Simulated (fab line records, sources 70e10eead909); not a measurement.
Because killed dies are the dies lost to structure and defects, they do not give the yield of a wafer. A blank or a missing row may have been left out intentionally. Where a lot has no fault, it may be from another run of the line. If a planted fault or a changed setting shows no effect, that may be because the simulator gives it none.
A lot that was struck, set against a sound lot	flow nand-harc	28 out of 1302 route steps
Sound: wafers L396.1, L396.4, L396.6. The struck wafers were L408.1, L408.2, L408.5. The cause is given at the end.
Per side, at each step with rows, come the tool, then ch with its chambers, and then its first start. Under that, the readings that differ: sound wafers	struck wafers	difference of the means	sigmas: that difference in standard deviations of wafers without a fault.
alike: readings with means less than 2 such deviations apart, plus words and numbers identical on both sides. not compared: withheld readings, readings lacking a value on some wafer, bounds such as >300 that could conceal the same value, and numbers that have no deviation in the record and whose values overlap.
Wherever a step has rows on one side only, a row that says differs or no value, or a row with sigmas, the two part there. Numbers that have no deviation but don't overlap get no sigmas and don't part them. A reading that every wafer of one side lacks parts them only if that side has two wafers or more.

first, 1 step without rows for these wafers: NHARC_A_ONON_D1_DEP_19 (target thk 1000 nm).
NHARC_A_ONON_D1_THK_MEAS_21: measures by ellipsometry.
  struck on film-metro-01, day 14 03:09; sound on film-metro-01, day 9 07:44
  alike: thk-nm
then NHARC_A_ONON_D1_DEP_22 (target thk 1000 nm), 1 step lacking rows for these wafers.
NHARC_A_ONON_D1_THK_MEAS_24: measures by ellipsometry.
  struck on film-metro-01, day 14 03:43; sound on film-metro-01, day 9 08:20
  alike: thk-nm
then NHARC_A_ONON_D1_DEP_25 (target thk 1000 nm), 1 step lacking rows for these wafers.
NHARC_A_ONON_D1_THK_MEAS_27: measures by ellipsometry.
  struck on film-metro-01, day 14 04:17; sound on film-metro-01, day 9 08:53
  alike: thk-nm
then NHARC_A_ONON_D1_DEP_28 (target thk 1000 nm), 1 step lacking rows for these wafers.
NHARC_A_ONON_D1_THK_MEAS_30: measures by ellipsometry.
  struck on film-metro-02, day 14 04:52; sound on film-metro-01, day 9 09:28
reading	sound	struck	difference	sigmas
thk-nm (nm)	1022 1022 1020	986 989 986	-34	-4
NHARC_A_ONON_D1_DEP_33: deposits SiO2, target thk 200 nm.
  sound on pecvd-01 ch 0,1,2, day 9 09:31; struck on pecvd-02 ch 0,1,2, day 14 04:55
  alike: heater-power-w, throttle-valve-pct
  not compared: since-wet-clean-h
NHARC_A_ONON_D1_THK_MEAS_34: measures by ellipsometry.
  struck on film-metro-02, day 14 05:20; sound on film-metro-01, day 9 09:56
  alike: thk-nm
NHARC_A_ONON_D1_INSPECT_32:
  struck on defect-inspect-01, day 14 05:23; sound on defect-inspect-02, day 9 10:01
  alike: raw-defect-count
NHARC_A_CHANNEL_HOLE_D1_DEP_00: deposits aC, target thk 3100 nm.
  sound on acl-dep-01 ch 0, day 9 12:59; struck on acl-dep-02 ch 0, day 14 12:29
  alike: throttle-valve-pct
NHARC_A_CHANNEL_HOLE_D1_DEP_01: deposits SiON, target thk 140 nm.
  sound on pecvd-03 ch 0,1, day 9 14:56; struck on pecvd-03 ch 1,2, day 14 14:25
  alike: heater-power-w
  not compared: since-wet-clean-h
then, 10 steps without rows for these wafers: NHARC_A_CHANNEL_HOLE_D1_DEHYDRATE_02 (time 120 s); NHARC_A_CHANNEL_HOLE_D1_HMDS_03 (time 30 s); NHARC_A_CHANNEL_HOLE_D1_COAT_36 (time 75 s); NHARC_A_CHANNEL_HOLE_D1_COAT_37 (time 65 s); NHARC_A_CHANNEL_HOLE_D1_COAT_04 (resist thk 90 nm); NHARC_A_CHANNEL_HOLE_D1_SOFTBAKE_05 (time 55 s); NHARC_A_CHANNEL_HOLE_D1_EBR_06; NHARC_A_CHANNEL_HOLE_D1_EXPOSE_07 (exposes mask HOLE D1, target cd 100 nm); NHARC_A_CHANNEL_HOLE_D1_PEB_08 (peb time 65 s); NHARC_A_CHANNEL_HOLE_D1_DEVELOP_09 (develop time 35 s).
NHARC_A_CHANNEL_HOLE_D1_CD_MEAS_10: the cd target is 100 nm.
  sound on cd-sem-02 ch 0, day 9 15:42; struck on cd-sem-03 ch 0, day 14 15:08
  alike: cd-nm
NHARC_A_CHANNEL_HOLE_D1_OVL_MEAS_11:
  struck on overlay-01, day 14 15:13; sound on overlay-02, day 9 15:47
  alike: overlay-x-nm, overlay-y-nm
NHARC_A_CHANNEL_HOLE_D1_INSPECT_12:
  struck on defect-inspect-01, day 14 15:15; sound on defect-inspect-01, day 9 15:49
reading	sound	struck	difference	sigmas
raw-defect-count	6 8 7	16 9 23	+9	+3
NHARC_A_CHANNEL_HOLE_D1_DESCUM_15: chemistry O2, time 3 s.
  sound on rie-diel-12 ch 1,2, day 9 15:53; struck on rie-diel-12 ch 0,1,2, day 14 15:19
  alike: drypump-motor-current-A, oes-product-au, rf-vpp-V, showerhead-plenum-p-Torr, throttle-valve-pct
  not compared: rf-hours-counter-h
-- record jumps: 16 days between struck wafers' starts before vs after; left off in module A_CHANNEL_HOLE_D1, resumes in module END, first step shown is number 1302 of the route --
NHARC_END_SORT_01:
  only the struck wafers appear in the record here, on prober-01 ch 0 at day 30 15:38; the sound ones have no rows

## WHERE THEY PART
Last at NHARC_END_SORT_01 as far as this record goes, first at NHARC_A_ONON_D1_THK_MEAS_30.

WHY: whatever the simulator had introduced
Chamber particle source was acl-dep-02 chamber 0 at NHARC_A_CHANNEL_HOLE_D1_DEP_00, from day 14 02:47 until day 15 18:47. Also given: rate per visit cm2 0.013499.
